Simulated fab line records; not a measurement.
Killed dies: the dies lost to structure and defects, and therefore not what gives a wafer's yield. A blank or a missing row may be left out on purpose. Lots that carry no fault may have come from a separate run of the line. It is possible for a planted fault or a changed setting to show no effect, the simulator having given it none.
One fault seen from 2 desks -- flow n5_finfet -- each desk holds nothing but its own numbers, with what lay behind them at the end

## THE TOOL OWNER'S DESK: laser_anneal-02
The tool's own readings at N5_SD_ACTIVATION_LSA_01 (time 0.0008 s): means of the sampled wafers that have a number, for each lot that ran on this tool. A lot is out of limits, marked OUT, if its mean lies more than 4 standard deviations from the usual mean; the brackets give that distance.
Columns: A = wafer_temp_C_max at N5_SD_ACTIVATION_LSA_01, usual 1085.7
lot,first seen here,A
L314,day 4 17:20,1087.8
L316,day 5 05:15,1085.6
L318,day 6 00:03,1086.1
L320,day 6 10:53,1093.5 (+7.1) OUT
L322,day 6 20:05,1093.2 (+6.8) OUT
This desk finds L320, L322 out of limits, L320 being first, at day 6 10:53 (wafer_temp_C_max at N5_SD_ACTIVATION_LSA_01). Within limits: L314, L316, L318.

## METROLOGY DESK
What the gauges read for every lot (on any tool): the sampled wafers with a number, averaged. A lot is out of limits, marked OUT, if its mean lies more than 4 standard deviations from the usual mean; the brackets give that distance. It has 14 readings; the 7 that lie furthest out on some lot are the ones shown.
Columns: A = cd_nm at N5_SD_EPI_P_CD_MEAS_09, usual 240.0 nm; B = RS_SD_N at N5_SD_ACTIVATION_RS_MEAS_03, usual 22.0 ohm/sq; C = IOFF_P at N5_BEOL_M4_RC_MEAS_101, usual 0.214 nA/um; D = ION_P at N5_BEOL_M4_RC_MEAS_101, usual 461 uA/um; E = RS_SD_N at N5_BEOL_M4_RC_MEAS_101, usual 28.5 ohm/sq; F = SS_P at N5_BEOL_M4_RC_MEAS_101, usual 73.3 mV/dec; G = VT_P at N5_BEOL_M4_RC_MEAS_101, usual -250.0 mV
lot,first seen here,A,B,C,D,E,F,G
L313,day 4 05:29,239.9,21.9,0.192,452,28.5,73.2,-251.3
L314,day 4 12:09,241.5,22.7,0.258,473,29.3,73.8,-244.4
L316,day 5 01:11,241.5,21.7,0.214,460,28.2,73.1,-248.8
L318,day 5 17:40,241.3,22.3,0.235,467,28.9,73.4,-249.2
L320,day 6 05:23,238.6,21.1,0.236,462,27.5,74.2,-249.2
L322,day 6 13:57,239.0,21.2,0.207,455,27.7,73.3,-251.8
L324,day 7 00:14,238.0,22.0,0.212,466,28.8,73.3,-247.1
L330,day 8 14:50,240.0,22.0,0.240,462,28.5,73.6,-248.6
L332,day 9 05:51,241.4,22.0,0.229,466,28.4,73.9,-250.6
This desk's verdict: no lot among the 9 shows anything out of limits.

## PUT TOGETHER
An alarm could have come from the tool owner's desk at day 6 10:53, on L320, L322.
At the metrology desk, nothing out of limits was observed.
The metrology desk has L320, L322 on record, within its limits.
On laser_anneal-02, each named lot ran N5_SD_ACTIVATION_LSA_01.

## WHAT THE SIMULATOR HAD INSERTED
Process parameter drift: laser_anneal-02, from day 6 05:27 on, at N5_SD_ACTIVATION_LSA_01. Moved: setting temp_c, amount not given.
Lots struck among those shown: L320, L322.
Hours from the fault's start to each desk's first reading out of limits: the tool owner's desk, 5.
